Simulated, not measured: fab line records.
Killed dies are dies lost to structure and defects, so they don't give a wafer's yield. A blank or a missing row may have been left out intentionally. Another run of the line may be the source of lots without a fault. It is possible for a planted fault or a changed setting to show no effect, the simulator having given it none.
Split-lot trial + flow n5Finfet + 21 wafers read across 7 lots, on a route 1938 steps long

## SPLIT DETAILS
At N5_BEOL_M4_DESCUM_33 (chemistry O2, time 7 s), the setting timeS was moved away from the recipe's 7 s on 4 of the 21 wafers read, by -17.1% to +12.6%. This setting was run at the recipe's value on the other wafers.

## FROM THE SPLIT ON TO THE READING: in between, the file shows 1 step
- N5_BEOL_M4_ETCH_77: etches underlayer in N2/H2, target depth 6.5 nm, time 5.2 s

## THE READING
CAR-EUV_of_BEOL_M4_COAT_22.thkNm (the simulator's own value, which no gauge read), in nm, at N5_BEOL_M4_ETCH_69 (etches SiARC in CF4, target depth 15.6 nm, time 26 s). The file does not state a usual value for it. Across the 17 wafers here that went through the recipe, the average is 11.1 nm and the standard deviation 0.11 nm.

| wafer  | tool, chamber at the split | timeS as run, s | against the recipe | CAR-EUV_of_BEOL_M4_COAT_22.thkNm, nm | against lot-mates on the recipe |
|--------|----------------------------|-----------------|--------------------|--------------------------------------|---------------------------------|
| L074.3 | rieDiel-02, 0,3            | 5.988           | -14.5%             | 11.6                                 | +0.4                            |
| L074.4 | rieDiel-02, 0,3            | 5.988           | -14.5%             | 11.6                                 | +0.4                            |
| L074.6 | rieDiel-02, 2              | 7               | recipe             | 11.2                                 | -                               |
| L075.1 | rieDiel-05, 0,2,2          | 7               | recipe             | 11.2                                 | -                               |
| L075.3 | rieDiel-05, 0,2,2          | 7               | recipe             | 11.2                                 | -                               |
| L075.4 | rieDiel-05, 0,2,2          | 7               | recipe             | 11.2                                 | -                               |
| L079.1 | rieDiel-04, 2              | 7               | recipe             | 11                                   | -                               |
| L079.6 | rieDiel-04, 2              | 7               | recipe             | 11                                   | -                               |
| L079.3 | rieDiel-04, 0              | 7               | recipe             | 11.2                                 | -                               |
| L083.2 | rieDiel-04, 2,3,3          | 7               | recipe             | 11                                   | -                               |
| L083.4 | rieDiel-04, 2,3,3          | 7               | recipe             | 11                                   | -                               |
| L083.6 | rieDiel-04, 2,3,3          | 7               | recipe             | 11.2                                 | -                               |
| L087.1 | rieDiel-02, 3,1            | 7               | recipe             | 11                                   | -                               |
| L087.4 | rieDiel-02, 1              | 7.879           | +12.6%             | 10.8                                 | -0.3                            |
| L087.6 | rieDiel-02, 3,1            | 7               | recipe             | 11.2                                 | -                               |
| L090.3 | rieDiel-04, 2,1,1          | 7               | recipe             | 11.2                                 | -                               |
| L090.5 | rieDiel-04, 2,1,1          | 7               | recipe             | 11.2                                 | -                               |
| L090.4 | rieDiel-04, 2,1,1          | 7               | recipe             | 11.4                                 | -                               |
| L091.2 | rieDiel-05, 0,2            | 7               | recipe             | 11.2                                 | -                               |
| L091.5 | rieDiel-05, 0,2            | 7               | recipe             | 11                                   | -                               |
| L091.6 | rieDiel-05, 1              | 5.803           | -17.1%             | 11.8                                 | +0.7                            |
The file does not say which wafer passed through which chamber wherever a row lists several chambers: such a row stands for several wafers.

FIT RESULTS
A straight line over all 21 wafers: CAR-EUV_of_BEOL_M4_COAT_22.thkNm changes by -0.033 nm for each +1% of timeS; r = -0.89; the points scatter about the line by 0.11 nm.
The same after taking each lot's own level away (the mean of its wafers on the recipe; 21 wafers): -0.0312 nm for each +1%; r = -0.91; scatter 0.092 nm.
That fit puts the effect of the largest move of timeS on the reading at 0.53 nm.
The lots' own levels span 11.07 to 11.27 nm, that is 1.8 times the standard deviation above.
Consequently the slope shifts little with the lot-to-lot level, the two slopes agreeing.
Check: for one of the wafers moved furthest among these (-17.1%), held out of the fit, the line's prediction against its lot-mates is +0.457 nm. It came out at +0.7 nm against them.

## THE OTHER SPLITS THESE WAFERS WENT THROUGH
Before the reading, these wafers also passed through other splits. Each is held against what the fit with the lots' levels taken away leaves over:
| other split on the same wafers  | wafers away from the commonest value | r with CAR-EUV_of_BEOL_M4_COAT_22.thkNm (lot level and that fit taken away) |
|---------------------------------|--------------------------------------|-----------------------------------------------------------------------------|
| N5_BEOL_M3_DESCUM_33 timeS      | 8                                    | +0.05                                                                       |
| N5_BEOL_M4_HM_DEP_02 targetThkA | 5                                    | -0.01                                                                       |
| N5_BEOL_M4_EXPOSE_08 doseMj     | 9                                    | -0.26                                                                       |

## THE WHOLE CHAIN: every reading that the file lists as answering this split, in the file's order
| step                 | what it does                                         | reading                                                                           | change (the file's fit)                | r (the file's) |
|----------------------|------------------------------------------------------|-----------------------------------------------------------------------------------|----------------------------------------|----------------|
| N5_BEOL_M4_DESCUM_33 | chemistry O2, time 7 s                               | CAR-EUV_of_BEOL_M4_COAT_22.thkNm (the simulator's own value, which no gauge read) | -0.0282 nm for each +1% of the setting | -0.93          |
| N5_BEOL_M4_ETCH_69   | etches SiARC in CF4, target depth 15.6 nm, time 26 s | CAR-EUV_of_BEOL_M4_COAT_22.thkNm (the simulator's own value, which no gauge read) | -0.0327 nm for each +1% of the setting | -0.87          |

## THE FILE'S OWN FIT
CAR-EUV_of_BEOL_M4_COAT_22.thkNm changes by -0.0327 nm for each +1% of timeS, r = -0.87.
